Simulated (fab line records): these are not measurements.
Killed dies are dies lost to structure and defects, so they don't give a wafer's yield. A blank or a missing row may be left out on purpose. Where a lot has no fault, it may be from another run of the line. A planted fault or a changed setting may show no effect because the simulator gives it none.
Which tool was responsible?	flow nand_harc	Sampling: 12 lots, 36 wafers, 6 of 1159 route steps

## WHAT THE GAUGES SHOWED, per wafer
NHARC_A_M0_CD_MEAS_16. Usual: 80.6 nm for cd_nm, sd 0.92.
lot	measured	on	cd_nm (nm)	flag
L624	day 17 11:38	cd_sem-02	80.8 80.8 80.5	
L627	day 18 01:37	cd_sem-03	81.2 81.6 81.1	
L626	day 18 02:12	cd_sem-01	80.9 81.5 81.7	
L629	day 18 06:33	cd_sem-01	80.0 82.2 82.0	
L631	day 18 22:44	cd_sem-02	79.4 79.9 80.5	
L628	day 19 04:54	cd_sem-02	78.4 78.9 79.3	
L635	day 20 02:22	cd_sem-01	81.6 80.4 81.3	
L638	day 20 10:11	cd_sem-01	82.0 81.4 80.7	
L639	day 21 09:29	cd_sem-01	80.1 80.6 81.2	
L641	day 22 01:04	cd_sem-01	79.9 80.7 80.1	
L643	day 22 02:04	cd_sem-02	80.3 80.9 81.3	
L647	day 23 03:11	cd_sem-02	79.3 79.9 80.1	

NHARC_A_M1_OVL_MEAS_10: pitch 240 nm. Usual: overlay_x_nm -0.2 nm, standard deviation 1; overlay_y_nm 0.1 nm, standard deviation 0.66.
lot	measured	on	overlay_x_nm (nm)	overlay_y_nm (nm)	flag
L624	day 17 15:16	overlay-02	1.3 0.8 1.0	-0.7 -0.4 -0.5	
L627	day 18 05:07	overlay-02	0.1 0.3 0.0	1.2 1.1 1.3	
L626	day 18 06:01	overlay-01	-0.2 -0.2 -0.7	1.5 0.4 0.5	
L629	day 18 10:38	overlay-02	0.7 0.3 -0.5	-0.2 -0.2 -0.1	
L631	day 19 02:32	overlay-02	-0.5 -0.5 -0.4	0.4 0.5 -0.2	
L628	day 19 08:28	overlay-02	0.4 0.3 0.8	1.6 1.3 0.8	
L635	day 20 05:57	overlay-02	-0.5 -0.4 -0.2	-0.3 -0.2 -0.5	
L638	day 20 13:48	overlay-02	0.1 0.3 -0.2	0.3 0.5 0.4	
L639	day 21 13:02	overlay-01	-0.8 -0.8 -0.5	-0.9 -0.8 -0.9	
L641	day 22 04:50	overlay-01	0.8 1.1 1.0	-0.1 -0.6 -0.6	
L643	day 22 05:48	overlay-01	-1.0 -1.1 -1.0	-1.4 -1.2 -1.4	
L647	day 23 08:15	overlay-01	-1.7 -1.2 -2.4	0.1 0.2 -0.3	

NHARC_A_M1_INSPECT_11. Usual: 31 for raw_defect_count, sd 14.
lot	measured	on	raw_defect_count	flag
L624	day 17 15:17	defect_inspect-02	15 14 16	
L627	day 18 05:09	defect_inspect-01	10 14 14	
L626	day 18 06:04	defect_inspect-01	28 22 20	
L629	day 18 10:40	defect_inspect-02	26 39 29	
L631	day 19 02:34	defect_inspect-02	12 17 15	
L628	day 19 08:30	defect_inspect-02	18 23 31	
L635	day 20 05:59	defect_inspect-02	43 33 42	
L638	day 20 13:50	defect_inspect-01	21 33 29	
L639	day 21 13:04	defect_inspect-01	24 31 33	
L641	day 22 04:52	defect_inspect-01	68 53 59	
L643	day 22 05:50	defect_inspect-02	34 744 734	OFF
L647	day 23 08:17	defect_inspect-01	11 18 18	

NHARC_END_SORT_01. Usual: defect_limited_yield 95.4 %, standard deviation 1.8; killed_at_array 27, standard deviation 11; killed_at_other 0.7, standard deviation 1.1; killed_at_periphery 3.4, standard deviation 2.1; killed_dies 31, standard deviation 12; killed_open 3.6, standard deviation 2; killed_short 2.0, standard deviation 1.3; sort_bin_2_pct 1.5 %, standard deviation 0.71; sort_bin_3_pct 0.25 %, standard deviation 0.22; sort_bin_4_pct 2.9 %, standard deviation 1.2; sort_n_pass 646, standard deviation 12; sort_rim_yield_pct 95.0 %, standard deviation 2.5; sort_yield_pct 95.4 %, standard deviation 1.8.
lot	measured	on	defect_limited_yield (%)	killed_at_array	killed_at_other	killed_at_periphery	killed_dies	killed_open	killed_short	sort_bin_2_pct (%)	sort_bin_3_pct (%)	sort_bin_4_pct (%)	sort_n_pass	sort_rim_yield_pct (%)	sort_yield_pct (%)	flag
L643	day 23 20:10	prober-02	95.1 81.7 83.6	24 118 102	0 0 1	9 6 8	33 124 111	3 2 5	1 6 1	1.3 7.7 7.2	0.15 4.73 4.28	3.4 5.9 4.9	644 553 566	97.2 94.3 97.2	95.1 81.7 83.6	OFF

## EACH LOT AND THE TOOL THAT RAN IT (in order: tool; ch and the chambers of the sampled wafers; start)
lot	NHARC_A_M0_ANNEAL_30	NHARC_A_M0_DEP_32
L624	rtp_anneal-02 ch 0, day 17 13:05	pecvd-03 ch 1,2, day 17 13:56
L627	rtp_anneal-01 ch 0, day 18 02:58	pecvd-01 ch 0,1, day 18 03:56
L626	rtp_anneal-01 ch 0, day 18 03:37	pecvd-01 ch 0,1,2, day 18 04:40
L629	rtp_anneal-01 ch 0, day 18 07:55	pecvd-03 ch 0,2, day 18 08:55
L631	rtp_anneal-02 ch 0, day 19 00:22	pecvd-01 ch 0,1,2, day 19 01:19
L628	rtp_anneal-01 ch 0, day 19 06:22	pecvd-03 ch 1,2, day 19 07:20
L635	rtp_anneal-01 ch 0, day 20 03:44	pecvd-03 ch 0,1,2, day 20 04:44
L638	rtp_anneal-01 ch 0, day 20 11:39	pecvd-01 ch 0,1,2, day 20 12:35
L639	rtp_anneal-01 ch 0, day 21 10:50	pecvd-02 ch 0,1,2, day 21 11:50
L641	rtp_anneal-01 ch 0, day 22 02:30	pecvd-01 ch 0,1, day 22 03:27
L643	rtp_anneal-02 ch 0, day 22 03:37	pecvd-03 ch 1,2, day 22 04:35
L647	rtp_anneal-01 ch 0, day 23 04:32	pecvd-01 ch 0,1,2, day 23 06:55
- NHARC_A_M0_ANNEAL_30: time 90 s.
- NHARC_A_M0_DEP_32: deposits SiCN, target thk 30 nm.

## WHAT THE TOOLS THEMSELVES READ (means of the sampled wafers that have a number; where no wafer has one, the mark that the record gives instead)
NHARC_A_M0_ANNEAL_30. Usual: 226.5 for wafer_temp_C_max, sd 0.32.
lot	tool	wafer_temp_C_max	flag
L624	rtp_anneal-02	226.5	
L627	rtp_anneal-01	226.5	
L626	rtp_anneal-01	226.7	
L629	rtp_anneal-01	226.5	
L631	rtp_anneal-02	226.4	
L628	rtp_anneal-01	226.6	
L635	rtp_anneal-01	226.6	
L638	rtp_anneal-01	226.8	
L639	rtp_anneal-01	227.0	
L641	rtp_anneal-01	226.6	
L643	rtp_anneal-02	226.1	
L647	rtp_anneal-01	226.5	

NHARC_A_M0_DEP_32. Usual: heater_power_w 517 W, standard deviation 69; rf_fwd_power_W 448.6 W, standard deviation 1.4.
lot	tool	heater_power_w (W)	rf_fwd_power_W (W)	flag
L624	pecvd-03	470	449.3	
L627	pecvd-01	536	447.6	
L626	pecvd-01	555	448.9	
L629	pecvd-03	447	450.3	
L631	pecvd-01	571	448.5	
L628	pecvd-03	487	448.0	
L635	pecvd-03	483	449.7	
L638	pecvd-01	564	447.1	
L639	pecvd-02	493	447.8	
L641	pecvd-01	601	447.9	
L643	pecvd-03	420	449.3	
L647	pecvd-01	587	448.5	

## THE ANSWER, worked out from the rows above alone
Rule: take the mean of a lot's wafers that have a number; if it is more than 3 standard deviations from the usual mean, the lot is off. A lot without any number at a reading at which 4 lots or more have one is off too. The other lots that the step has rows for count as sound. The gauges are gone through in route order, then the tools' own readings, and for those a lot's mean is taken as printed above. The first step at which some lot is off is used, and at that step the reading that is off furthest; a lot without a number counts as furthest.
Off, at NHARC_A_M1_INSPECT_11 on raw_defect_count: L643.
A tool fits if, at a process step before that reading, it ran every lot that is off, and no sound lot after the first of them. The gauges at NHARC_A_M1_INSPECT_11 aren't tried: what is off there is off at NHARC_END_SORT_01 too, on other tools, and a gauge's error can't cause that. Undecided on this evidence; 2 tools fit (rtp_anneal-02 at NHARC_A_M0_ANNEAL_30, pecvd-03 at NHARC_A_M0_DEP_32).

## WHAT THE SIMULATOR HAD PUT IN
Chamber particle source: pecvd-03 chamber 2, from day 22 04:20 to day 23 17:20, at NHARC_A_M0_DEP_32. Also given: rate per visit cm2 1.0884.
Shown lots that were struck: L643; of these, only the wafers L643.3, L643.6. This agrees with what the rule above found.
